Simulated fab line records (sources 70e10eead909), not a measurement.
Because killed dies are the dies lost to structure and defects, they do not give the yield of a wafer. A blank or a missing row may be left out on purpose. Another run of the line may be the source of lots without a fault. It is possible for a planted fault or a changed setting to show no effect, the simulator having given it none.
Chamber matching + flow nandHarc + rieDiel-06 running NHARC_P_M1_ETCH_28: 4 sister chambers
The step etches the open film in CF4/N2, target depth 30 nm, time 72.99 s. 17 wafers are shown with their chamber, then 8 later ones without.

## EACH WAFER AND ITS CHAMBER
| wafer  | chamber | drypumpMotorCurrentA (A) | rfVppV (V) | oesProductAu (a.u.) |
|--------|---------|--------------------------|------------|---------------------|
| L620.2 | 3       | 5.3                      | 314.9      | 0.998               |
| L620.3 | 2       | 5.7                      | 315.9      | 1.007               |
| L620.6 | 1       | 5.5                      | 310.7      | 1.005               |
| L621.1 | 0       | 6.3                      | 312.6      | 1.000               |
| L621.4 | 3       | 5.3                      | 314.5      | 1.008               |
| L621.6 | 2       | 5.8                      | 315.7      | 0.997               |
| L622.1 | 3       | 5.2                      | 315.0      | 1.021               |
| L622.3 | 1       | 5.5                      | 312.3      | 1.010               |
| L622.4 | 0       | 6.4                      | 311.8      | 0.997               |
| L623.2 | 2       | 5.8                      | 316.5      | 0.988               |
| L623.5 | 0       | 6.4                      | 310.3      | 0.984               |
| L623.6 | 3       | 5.3                      | 313.2      | 1.012               |
| L625.1 | 1       | 5.6                      | 311.6      | 0.999               |
| L625.3 | 2       | 5.8                      | 317.2      | 1.004               |
| L625.4 | 0       | 6.4                      | 311.8      | 0.984               |
| L627.3 | 0       | 6.4                      | 311.8      | 0.982               |
| L627.6 | 2       | 5.8                      | 317.5      | 0.998               |

SIGNATURES, as means of the wafers listed above
| reading              | chamber 0 | chamber 1 | chamber 2 | chamber 3 | scatter within a chamber |
|----------------------|-----------|-----------|-----------|-----------|--------------------------|
| drypumpMotorCurrentA | 6.380     | 5.533     | 5.780     | 5.275     | 0.0482                   |
| rfVppV               | 311.660   | 311.533   | 316.560   | 314.400   | 0.814                    |
| oesProductAu         | 0.98940   | 1.00467   | 0.99880   | 1.00975   | 0.008                    |
Rule: for each reading, subtract the chamber's mean from the wafer's reading, divide by that reading's scatter and square the result; add these up over the readings and take the root, which gives the wafer's distance from the chamber. If the next closest chamber is less than 2 further off than the closest, the wafer can't be placed; otherwise it belongs to the closest. The scatter: take each reading less its chamber's mean, square it, sum over the shown wafers, divide by the number of wafers less the number of chambers, and take the root.

## WAFERS WITH NO CHAMBER GIVEN
| wafer  | drypumpMotorCurrentA (A) | rfVppV (V) | oesProductAu (a.u.) |
|--------|--------------------------|------------|---------------------|
| L629.3 | 6.4                      | 311.7      | 0.991               |
| L629.6 | 5.6                      | 310.2      | 1.015               |
| L636.4 | 5.8                      | 315.5      | 0.994               |
| L636.5 | 6.3                      | 310.8      | 1.004               |
| L636.6 | 5.3                      | 314.9      | 1.011               |
| L637.2 | 5.3                      | 313.6      | 1.011               |
| L637.4 | 5.6                      | 309.9      | 1.010               |
| L637.6 | 5.6                      | 312.3      | 1.001               |

## WHICH CHAMBER EACH ONE RAN IN
| wafer  | from the rows above | in truth |
|--------|---------------------|----------|
| L629.3 | 0                   | 0        |
| L629.6 | 1                   | 1        |
| L636.4 | 2                   | 2        |
| L636.5 | 0                   | 0        |
| L636.6 | 3                   | 3        |
| L637.2 | 3                   | 3        |
| L637.4 | 1                   | 1        |
| L637.6 | 1                   | 1        |
Correctly placed: 8 of 8. From these rows, 0 cannot be placed. 0 placed wrongly.
